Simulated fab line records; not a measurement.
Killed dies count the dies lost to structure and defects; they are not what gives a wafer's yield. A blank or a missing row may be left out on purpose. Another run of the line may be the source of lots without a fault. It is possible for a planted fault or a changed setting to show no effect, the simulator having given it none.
Split-lot study || flow n5_finfet || 21 wafers read from 7 lots, route of 1938 steps

THE SPLIT ITSELF
At N5_BEOL_M12_SPUTTER_43 (material TaN, target thk 15 nm, time 24.19 s), the setting power_w was moved away from the recipe's 15000 W on 3 of the 21 wafers read, by -15.3% to +11.8%. For the rest of the wafers, this setting stayed at what the recipe calls for.

Reading taken at the split's own step.

THE READING
TaN_of_BEOL_M12_SPUTTER_43.thk_nm (the simulator's own value, which no gauge read), in nm, at N5_BEOL_M12_SPUTTER_43 (material TaN, target thk 15 nm, time 24.19 s). The file gives no usual value for it. Average 15.0 nm, standard deviation 0.16 nm, over the 18 wafers here run with the recipe.

{"wafer": "L077.4", "tool, chamber at the split": "pvd_sputter-01, -", "power_w as run, W": 12710, "against the recipe": "-15.3%", "TaN_of_BEOL_M12_SPUTTER_43.thk_nm, nm": 12.4, "against lot-mates on the recipe": -2.2}
{"wafer": "L077.5", "tool, chamber at the split": "pvd_sputter-01, -", "power_w as run, W": 12710, "against the recipe": "-15.3%", "TaN_of_BEOL_M12_SPUTTER_43.thk_nm, nm": 12.4, "against lot-mates on the recipe": -2.2}
{"wafer": "L077.6", "tool, chamber at the split": "pvd_sputter-01, -", "power_w as run, W": 15000, "against the recipe": "recipe", "TaN_of_BEOL_M12_SPUTTER_43.thk_nm, nm": 14.6, "against lot-mates on the recipe": "-"}
{"wafer": "L076.1", "tool, chamber at the split": "pvd_sputter-02, -", "power_w as run, W": 15000, "against the recipe": "recipe", "TaN_of_BEOL_M12_SPUTTER_43.thk_nm, nm": 15, "against lot-mates on the recipe": "-"}
{"wafer": "L076.4", "tool, chamber at the split": "pvd_sputter-02, -", "power_w as run, W": 15000, "against the recipe": "recipe", "TaN_of_BEOL_M12_SPUTTER_43.thk_nm, nm": 15.2, "against lot-mates on the recipe": "-"}
{"wafer": "L076.6", "tool, chamber at the split": "pvd_sputter-02, -", "power_w as run, W": 15000, "against the recipe": "recipe", "TaN_of_BEOL_M12_SPUTTER_43.thk_nm, nm": 14.8, "against lot-mates on the recipe": "-"}
{"wafer": "L078.1", "tool, chamber at the split": "pvd_sputter-01, -", "power_w as run, W": 15000, "against the recipe": "recipe", "TaN_of_BEOL_M12_SPUTTER_43.thk_nm, nm": 15.2, "against lot-mates on the recipe": "-"}
{"wafer": "L078.3", "tool, chamber at the split": "pvd_sputter-01, -", "power_w as run, W": 15000, "against the recipe": "recipe", "TaN_of_BEOL_M12_SPUTTER_43.thk_nm, nm": 15.2, "against lot-mates on the recipe": "-"}
{"wafer": "L078.5", "tool, chamber at the split": "pvd_sputter-01, -", "power_w as run, W": 15000, "against the recipe": "recipe", "TaN_of_BEOL_M12_SPUTTER_43.thk_nm, nm": 15, "against lot-mates on the recipe": "-"}
{"wafer": "L083.2", "tool, chamber at the split": "pvd_sputter-01, -", "power_w as run, W": 15000, "against the recipe": "recipe", "TaN_of_BEOL_M12_SPUTTER_43.thk_nm, nm": 15.2, "against lot-mates on the recipe": "-"}
{"wafer": "L083.4", "tool, chamber at the split": "pvd_sputter-01, -", "power_w as run, W": 15000, "against the recipe": "recipe", "TaN_of_BEOL_M12_SPUTTER_43.thk_nm, nm": 15, "against lot-mates on the recipe": "-"}
{"wafer": "L083.6", "tool, chamber at the split": "pvd_sputter-01, -", "power_w as run, W": 16770, "against the recipe": "+11.8%", "TaN_of_BEOL_M12_SPUTTER_43.thk_nm, nm": 16.8, "against lot-mates on the recipe": "+1.7"}
{"wafer": "L089.2", "tool, chamber at the split": "pvd_sputter-01, -", "power_w as run, W": 15000, "against the recipe": "recipe", "TaN_of_BEOL_M12_SPUTTER_43.thk_nm, nm": 15, "against lot-mates on the recipe": "-"}
{"wafer": "L089.4", "tool, chamber at the split": "pvd_sputter-01, -", "power_w as run, W": 15000, "against the recipe": "recipe", "TaN_of_BEOL_M12_SPUTTER_43.thk_nm, nm": 15, "against lot-mates on the recipe": "-"}
{"wafer": "L089.6", "tool, chamber at the split": "pvd_sputter-01, -", "power_w as run, W": 15000, "against the recipe": "recipe", "TaN_of_BEOL_M12_SPUTTER_43.thk_nm, nm": 15, "against lot-mates on the recipe": "-"}
{"wafer": "L090.1", "tool, chamber at the split": "pvd_sputter-03, -", "power_w as run, W": 15000, "against the recipe": "recipe", "TaN_of_BEOL_M12_SPUTTER_43.thk_nm, nm": 14.8, "against lot-mates on the recipe": "-"}
{"wafer": "L090.3", "tool, chamber at the split": "pvd_sputter-03, -", "power_w as run, W": 15000, "against the recipe": "recipe", "TaN_of_BEOL_M12_SPUTTER_43.thk_nm, nm": 14.8, "against lot-mates on the recipe": "-"}
{"wafer": "L090.5", "tool, chamber at the split": "pvd_sputter-03, -", "power_w as run, W": 15000, "against the recipe": "recipe", "TaN_of_BEOL_M12_SPUTTER_43.thk_nm, nm": 14.8, "against lot-mates on the recipe": "-"}
{"wafer": "L096.2", "tool, chamber at the split": "pvd_sputter-03, -", "power_w as run, W": 15000, "against the recipe": "recipe", "TaN_of_BEOL_M12_SPUTTER_43.thk_nm, nm": 15, "against lot-mates on the recipe": "-"}
{"wafer": "L096.5", "tool, chamber at the split": "pvd_sputter-03, -", "power_w as run, W": 15000, "against the recipe": "recipe", "TaN_of_BEOL_M12_SPUTTER_43.thk_nm, nm": 15, "against lot-mates on the recipe": "-"}
{"wafer": "L096.6", "tool, chamber at the split": "pvd_sputter-03, -", "power_w as run, W": 15000, "against the recipe": "recipe", "TaN_of_BEOL_M12_SPUTTER_43.thk_nm, nm": 15, "against lot-mates on the recipe": "-"}

FIT RESULTS
A straight line over all 21 wafers: TaN_of_BEOL_M12_SPUTTER_43.thk_nm changes by +0.165 nm for each +1% of power_w; r = +0.99; the points scatter about the line by 0.16 nm.
The same after taking each lot's own level away (the mean of its wafers on the recipe; 21 wafers): +0.144 nm for each +1%; r = +0.99; scatter 0.082 nm.
Per that fit: largest power_w move, reading shift of 2.2 nm.
From 14.60 to 15.13 nm: that is the span of the lots' own levels, equal to 3.3 times the standard deviation above.
Hence the slope depends on the lot-to-lot level, as the two fits are not the same.
Check: -2.2 nm against its lot-mates is what the line predicts for one of the wafers moved furthest among these (-15.3%) when that wafer is left out of the fit. It came out at -2.2 nm against them.

FURTHER SPLITS ON THESE WAFERS
Before the reading, these wafers also passed through other splits. Each is held against what the fit with the lots' levels taken away leaves over:
{"other split on the same wafers": "N5_BEOL_M9_ETCH_66 time_s", "wafers away from the commonest value": 9, "r with TaN_of_BEOL_M12_SPUTTER_43.thk_nm (lot level and that fit taken away)": "+0.07"}
{"other split on the same wafers": "N5_BEOL_M10_COAT_63 spin_rpm", "wafers away from the commonest value": 6, "r with TaN_of_BEOL_M12_SPUTTER_43.thk_nm (lot level and that fit taken away)": -0.13}
{"other split on the same wafers": "N5_BEOL_M10_COAT_64 spin_rpm", "wafers away from the commonest value": 5, "r with TaN_of_BEOL_M12_SPUTTER_43.thk_nm (lot level and that fit taken away)": "+0.00"}
{"other split on the same wafers": "N5_BEOL_M11_COAT_22 spin_rpm", "wafers away from the commonest value": 11, "r with TaN_of_BEOL_M12_SPUTTER_43.thk_nm (lot level and that fit taken away)": "+0.04"}
{"other split on the same wafers": "N5_BEOL_M11_EXPOSE_25 dose_mj", "wafers away from the commonest value": 7, "r with TaN_of_BEOL_M12_SPUTTER_43.thk_nm (lot level and that fit taken away)": "+0.12"}

THE FILE'S OWN FIT
TaN_of_BEOL_M12_SPUTTER_43.thk_nm changes by +0.144 nm for each +1% of power_w, r = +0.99.
